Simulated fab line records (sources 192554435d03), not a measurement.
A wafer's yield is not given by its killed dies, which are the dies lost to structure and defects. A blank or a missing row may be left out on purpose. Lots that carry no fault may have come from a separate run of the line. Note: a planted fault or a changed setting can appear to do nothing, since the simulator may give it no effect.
Lot-split experiment / flow n5_finfet / on a route of 1938 steps: 7 lots, 21 wafers read

THE SPLIT ITSELF
At N5_BEOL_M11_COAT_63 (time 60 s, resist thk 100 nm), the setting spin_rpm was moved away from the recipe's 1500 rpm on 10 of the 21 wafers read, by -8.4% to +7.1%. The other wafers ran this setting at the recipe's value.

FROM THE SPLIT TO THE READING: what the file shows between them, 8 steps
- N5_BEOL_M11_EXPOSE_25: exposes mask V10 (also split here: dose_mj)
- N5_BEOL_M11_PEB_26: peb time 60 s
- N5_BEOL_M11_DEVELOP_27: develop time 30 s
- N5_BEOL_M11_CD_MEAS_28: target cd 70 nm
- N5_BEOL_M11_DESCUM_33: chemistry O2, time 7.9 s
- N5_BEOL_M11_ETCH_65: etches SiARC in CF4, target depth 39 nm, time 65 s
- N5_BEOL_M11_ETCH_66: etches SOC in N2/H2, target depth 120 nm, overetch 24 nm, time 180 s
- N5_BEOL_M11_STRIP_69: strips in N2/H2

THE READING
SOC_of_BEOL_M11_COAT_63.thk_nm (the simulator's own value, which no gauge read), in nm, at N5_BEOL_M11_VIA_ETCH_34 (etches SiCOH lowk in C4F6/O2, target depth 184.5 nm, time 69.2 s). There is no usual value for it anywhere in the file. The 11 wafers here that ran the recipe average 92.3 nm, standard deviation 0.32 nm.

wafer=L076.1; tool, chamber at the split=litho_track-02, 0; spin_rpm as run, rpm=1500; against the recipe=recipe; SOC_of_BEOL_M11_COAT_63.thk_nm, nm=92; against lot-mates on the recipe=-
wafer=L076.3; tool, chamber at the split=litho_track-02, 0; spin_rpm as run, rpm=1500; against the recipe=recipe; SOC_of_BEOL_M11_COAT_63.thk_nm, nm=92.6; against lot-mates on the recipe=-
wafer=L076.5; tool, chamber at the split=litho_track-02, 0; spin_rpm as run, rpm=1500; against the recipe=recipe; SOC_of_BEOL_M11_COAT_63.thk_nm, nm=92.8; against lot-mates on the recipe=-
wafer=L077.2; tool, chamber at the split=litho_track-02, 0; spin_rpm as run, rpm=1572; against the recipe=+4.8%; SOC_of_BEOL_M11_COAT_63.thk_nm, nm=90.2; against lot-mates on the recipe=-2.2
wafer=L077.3; tool, chamber at the split=litho_track-02, 0; spin_rpm as run, rpm=1500; against the recipe=recipe; SOC_of_BEOL_M11_COAT_63.thk_nm, nm=92.2; against lot-mates on the recipe=-
wafer=L077.6; tool, chamber at the split=litho_track-02, 0; spin_rpm as run, rpm=1500; against the recipe=recipe; SOC_of_BEOL_M11_COAT_63.thk_nm, nm=92.6; against lot-mates on the recipe=-
wafer=L078.3; tool, chamber at the split=litho_track-04, 0; spin_rpm as run, rpm=1606; against the recipe=+7.1%; SOC_of_BEOL_M11_COAT_63.thk_nm, nm=88.8; against lot-mates on the recipe=-3.6
wafer=L078.4; tool, chamber at the split=litho_track-04, 0; spin_rpm as run, rpm=1606; against the recipe=+7.1%; SOC_of_BEOL_M11_COAT_63.thk_nm, nm=89; against lot-mates on the recipe=-3.4
wafer=L078.6; tool, chamber at the split=litho_track-04, 0; spin_rpm as run, rpm=1500; against the recipe=recipe; SOC_of_BEOL_M11_COAT_63.thk_nm, nm=92.4; against lot-mates on the recipe=-
wafer=L080.3; tool, chamber at the split=litho_track-02, 0; spin_rpm as run, rpm=1374; against the recipe=-8.4%; SOC_of_BEOL_M11_COAT_63.thk_nm, nm=96.8; against lot-mates on the recipe=+4.4
wafer=L080.4; tool, chamber at the split=litho_track-02, 0; spin_rpm as run, rpm=1374; against the recipe=-8.4%; SOC_of_BEOL_M11_COAT_63.thk_nm, nm=96.6; against lot-mates on the recipe=+4.2
wafer=L080.5; tool, chamber at the split=litho_track-02, 0; spin_rpm as run, rpm=1500; against the recipe=recipe; SOC_of_BEOL_M11_COAT_63.thk_nm, nm=92.4; against lot-mates on the recipe=-
wafer=L083.3; tool, chamber at the split=litho_track-02, 0; spin_rpm as run, rpm=1500; against the recipe=recipe; SOC_of_BEOL_M11_COAT_63.thk_nm, nm=92; against lot-mates on the recipe=-
wafer=L083.5; tool, chamber at the split=litho_track-02, 0; spin_rpm as run, rpm=1500; against the recipe=recipe; SOC_of_BEOL_M11_COAT_63.thk_nm, nm=91.8; against lot-mates on the recipe=-
wafer=L083.6; tool, chamber at the split=litho_track-02, 0; spin_rpm as run, rpm=1500; against the recipe=recipe; SOC_of_BEOL_M11_COAT_63.thk_nm, nm=91.8; against lot-mates on the recipe=-
wafer=L086.1; tool, chamber at the split=litho_track-01, 0; spin_rpm as run, rpm=1500; against the recipe=recipe; SOC_of_BEOL_M11_COAT_63.thk_nm, nm=92.4; against lot-mates on the recipe=-
wafer=L086.3; tool, chamber at the split=litho_track-01, 0; spin_rpm as run, rpm=1432; against the recipe=-4.5%; SOC_of_BEOL_M11_COAT_63.thk_nm, nm=94.4; against lot-mates on the recipe=+2.0
wafer=L086.5; tool, chamber at the split=litho_track-01, 0; spin_rpm as run, rpm=1432; against the recipe=-4.5%; SOC_of_BEOL_M11_COAT_63.thk_nm, nm=94.4; against lot-mates on the recipe=+2.0
wafer=L091.1; tool, chamber at the split=litho_track-01, 0; spin_rpm as run, rpm=1377; against the recipe=-8.2%; SOC_of_BEOL_M11_COAT_63.thk_nm, nm=96; against lot-mates on the recipe=no lot-mate on the recipe
wafer=L091.3; tool, chamber at the split=litho_track-01, 0; spin_rpm as run, rpm=1377; against the recipe=-8.2%; SOC_of_BEOL_M11_COAT_63.thk_nm, nm=96.2; against lot-mates on the recipe=no lot-mate on the recipe
wafer=L091.4; tool, chamber at the split=litho_track-01, 0; spin_rpm as run, rpm=1377; against the recipe=-8.2%; SOC_of_BEOL_M11_COAT_63.thk_nm, nm=96.2; against lot-mates on the recipe=no lot-mate on the recipe

THE FIT
A straight line over all 21 wafers: SOC_of_BEOL_M11_COAT_63.thk_nm changes by -0.484 nm for each +1% of spin_rpm; r = -0.99; the points scatter about the line by 0.29 nm.
The same after taking each lot's own level away (the mean of its wafers on the recipe; 18 wafers): -0.493 nm for each +1%; r = -1.00; scatter 0.21 nm.
On that fit, the largest move of spin_rpm shifts the reading by 4.1 nm.
The span of the lots' own levels, 91.87 to 92.47 nm, comes to 1.9 times the standard deviation stated above.
Consequently the slope shifts little with the lot-to-lot level, the two slopes agreeing.
Check: +4.04 nm against its lot-mates is what the line predicts for one of the wafers moved furthest among these (-8.4%) when that wafer is left out of the fit. It came out at +4.4 nm against them.

FURTHER SPLITS ON THESE WAFERS
Other splits were also applied to these wafers ahead of the reading. Each is held against what the fit with the lots' levels taken away leaves over:
other split on the same wafers=N5_BEOL_M10_PEB_26 peb_time_s; wafers away from the commonest value=8; r with SOC_of_BEOL_M11_COAT_63.thk_nm (lot level and that fit taken away)=+0.10
other split on the same wafers=N5_BEOL_M11_EXPOSE_25 dose_mj; wafers away from the commonest value=9; r with SOC_of_BEOL_M11_COAT_63.thk_nm (lot level and that fit taken away)=+0.10

THE WHOLE CHAIN: every reading that the file lists as answering this split, in the file's order
step=N5_BEOL_M11_COAT_63; what it does=time 60 s, resist thk 100 nm; reading=SOC_of_BEOL_M11_COAT_63.thk_nm (the simulator's own value, which no gauge read); change (the file's fit)=-0.511 nm for each +1% of the setting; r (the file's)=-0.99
step=N5_BEOL_M11_ETCH_66; what it does=etches SOC in N2/H2, target depth 120 nm, overetch 24 nm, time 180 s; reading=etch.depth_nm (the simulator's own value, which no gauge read); change (the file's fit)=-0.502 nm for each +1% of the setting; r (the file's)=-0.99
step=N5_BEOL_M11_VIA_ETCH_34; what it does=etches SiCOH lowk in C4F6/O2, target depth 184.5 nm, time 69.2 s; reading=SOC_of_BEOL_M11_COAT_63.thk_nm (the simulator's own value, which no gauge read); change (the file's fit)=-0.49 nm for each +1% of the setting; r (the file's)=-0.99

THE FILE'S OWN FIT
SOC_of_BEOL_M11_COAT_63.thk_nm changes by -0.49 nm for each +1% of spin_rpm, r = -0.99.
